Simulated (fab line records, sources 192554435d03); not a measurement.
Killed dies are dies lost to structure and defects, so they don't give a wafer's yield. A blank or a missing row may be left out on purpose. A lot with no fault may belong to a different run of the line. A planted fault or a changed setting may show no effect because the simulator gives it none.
Split-lot experiment :: flow n5 finfet :: route with 1938 steps; 7 lots, 21 wafers read

== THE SPLIT ==
At N5_BEOL_M7_HM_DEP_02 (deposits TiN, target thk 20 nm), the setting target thk a was moved away from the recipe's 200 angstrom on 8 of the 21 wafers read, by -12.7% to +13.3%. For the rest of the wafers, this setting stayed at what the recipe calls for.

== FROM THE SPLIT TO THE READING: what the file shows between them, 4 steps ==
- N5_BEOL_M7_COAT_59: time 60 s, resist thk 100 nm
- N5_BEOL_M7_COAT_60: time 60 s, resist thk 35 nm
- N5_BEOL_M7_STRIP_68: strips in N2/H2
- N5_BEOL_M7_STRIP_67: strips in CF4

== THE READING ==
etch.depth nm (the simulator's own value, which no gauge read), in nm, at N5_BEOL_M7_HM_OPEN_17 (chemistry Cl2/BCl3, target TiN, target depth 20 nm, overetch 6 nm). The file gives no usual value for it. Here, 13 wafers ran the recipe; their average is 19.86 nm with a standard deviation of 0.22 nm.

wafer: L080.1
tool, chamber at the split: pvd sputter-02, -
target thk a as run, angstrom: 200
against the recipe: recipe
etch.depth nm, nm: 19.59
against lot-mates on the recipe: -

wafer: L080.4
tool, chamber at the split: pvd sputter-02, -
target thk a as run, angstrom: 174.5
against the recipe: -12.7%
etch.depth nm, nm: 17.19
against lot-mates on the recipe: -2.54

wafer: L080.5
tool, chamber at the split: pvd sputter-02, -
target thk a as run, angstrom: 200
against the recipe: recipe
etch.depth nm, nm: 19.88
against lot-mates on the recipe: -

wafer: L083.2
tool, chamber at the split: pvd sputter-03, -
target thk a as run, angstrom: 200
against the recipe: recipe
etch.depth nm, nm: 19.73
against lot-mates on the recipe: -

wafer: L083.3
tool, chamber at the split: pvd sputter-03, -
target thk a as run, angstrom: 200
against the recipe: recipe
etch.depth nm, nm: 19.86
against lot-mates on the recipe: -

wafer: L083.4
tool, chamber at the split: pvd sputter-03, -
target thk a as run, angstrom: 200
against the recipe: recipe
etch.depth nm, nm: 20.15
against lot-mates on the recipe: -

wafer: L084.3
tool, chamber at the split: pvd sputter-03, -
target thk a as run, angstrom: 200
against the recipe: recipe
etch.depth nm, nm: 19.8
against lot-mates on the recipe: -

wafer: L084.4
tool, chamber at the split: pvd sputter-03, -
target thk a as run, angstrom: 200
against the recipe: recipe
etch.depth nm, nm: 19.74
against lot-mates on the recipe: -

wafer: L084.6
tool, chamber at the split: pvd sputter-03, -
target thk a as run, angstrom: 200
against the recipe: recipe
etch.depth nm, nm: 19.82
against lot-mates on the recipe: -

wafer: L085.3
tool, chamber at the split: pvd sputter-02, -
target thk a as run, angstrom: 218.3
against the recipe: +9.2%
etch.depth nm, nm: 22.14
against lot-mates on the recipe: +1.68

wafer: L085.4
tool, chamber at the split: pvd sputter-02, -
target thk a as run, angstrom: 218.3
against the recipe: +9.2%
etch.depth nm, nm: 22.14
against lot-mates on the recipe: +1.68

wafer: L085.6
tool, chamber at the split: pvd sputter-02, -
target thk a as run, angstrom: 200
against the recipe: recipe
etch.depth nm, nm: 20.46
against lot-mates on the recipe: -

wafer: L076.1
tool, chamber at the split: pvd sputter-01, -
target thk a as run, angstrom: 200
against the recipe: recipe
etch.depth nm, nm: 20.02
against lot-mates on the recipe: -

wafer: L076.2
tool, chamber at the split: pvd sputter-01, -
target thk a as run, angstrom: 192.8
against the recipe: -3.6%
etch.depth nm, nm: 19.43
against lot-mates on the recipe: -0.48

wafer: L076.3
tool, chamber at the split: pvd sputter-01, -
target thk a as run, angstrom: 200
against the recipe: recipe
etch.depth nm, nm: 19.8
against lot-mates on the recipe: -

wafer: L090.1
tool, chamber at the split: pvd sputter-03, -
target thk a as run, angstrom: 186.2
against the recipe: -6.9%
etch.depth nm, nm: 18.03
against lot-mates on the recipe: no lot-mate on the recipe

wafer: L090.3
tool, chamber at the split: pvd sputter-03, -
target thk a as run, angstrom: 186.2
against the recipe: -6.9%
etch.depth nm, nm: 18.62
against lot-mates on the recipe: no lot-mate on the recipe

wafer: L090.4
tool, chamber at the split: pvd sputter-03, -
target thk a as run, angstrom: 186.2
against the recipe: -6.9%
etch.depth nm, nm: 18.3
against lot-mates on the recipe: no lot-mate on the recipe

wafer: L093.1
tool, chamber at the split: pvd sputter-01, -
target thk a as run, angstrom: 226.5
against the recipe: +13.3%
etch.depth nm, nm: 22.55
against lot-mates on the recipe: +2.88

wafer: L093.3
tool, chamber at the split: pvd sputter-01, -
target thk a as run, angstrom: 200
against the recipe: recipe
etch.depth nm, nm: 19.64
against lot-mates on the recipe: -

wafer: L093.5
tool, chamber at the split: pvd sputter-01, -
target thk a as run, angstrom: 200
against the recipe: recipe
etch.depth nm, nm: 19.7
against lot-mates on the recipe: -

FIT RESULTS
A straight line over all 21 wafers: etch.depth nm changes by +0.219 nm for each +1% of target thk a; r = +0.98; the points scatter about the line by 0.25 nm.
The same after taking each lot's own level away (the mean of its wafers on the recipe; 18 wafers): +0.198 nm for each +1%; r = +0.99; scatter 0.14 nm.
On that fit, the largest move of target thk a shifts the reading by 2.6 nm.
From 19.670 to 20.460 nm: that is the span of the lots' own levels, equal to 3.5 times the standard deviation above.
Thus the slope moves with the lot-to-lot level: the two fits are different.
Check: for one of the wafers moved furthest among these (+13.3%), held out of the fit, the line's prediction against its lot-mates is +2.51 nm. It came out at +2.88 nm against them.

== OTHER SPLITS ON THESE WAFERS ==
Other splits were also applied to these wafers ahead of the reading. Each is held against what the fit with the lots' levels taken away leaves over:
other split on the same wafers: N5_BEOL_M5_COAT_66 spin rpm
wafers away from the commonest value: 9
r with etch.depth nm (lot level and that fit taken away): -0.05

other split on the same wafers: N5_BEOL_M5_VIA_ETCH_34 source w
wafers away from the commonest value: 5
r with etch.depth nm (lot level and that fit taken away): -0.20

other split on the same wafers: N5_BEOL_M5_TRENCH_ETCH_37 bias w
wafers away from the commonest value: 7
r with etch.depth nm (lot level and that fit taken away): -0.39

other split on the same wafers: N5_BEOL_M7_ILD_DEP_00 time s
wafers away from the commonest value: 8
r with etch.depth nm (lot level and that fit taken away): -0.47

== THE WHOLE CHAIN: every reading that the file lists as answering this split, in the file's order ==
step: N5_BEOL_M7_HM_DEP_02
what it does: deposits TiN, target thk 20 nm
reading: TiN_of_BEOL_M7_HM_DEP_02.thk nm (the simulator's own value, which no gauge read)
change (the file's fit): +0.204 nm for each +1% of the setting
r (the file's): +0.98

step: N5_BEOL_M7_HM_OPEN_17
what it does: chemistry Cl2/BCl3, target TiN, target depth 20 nm, overetch 6 nm
reading: etch.depth nm (the simulator's own value, which no gauge read)
change (the file's fit): +0.202 nm for each +1% of the setting
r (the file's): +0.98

== FILE'S OWN FIT ==
etch.depth nm changes by +0.202 nm for each +1% of target thk a, r = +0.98.
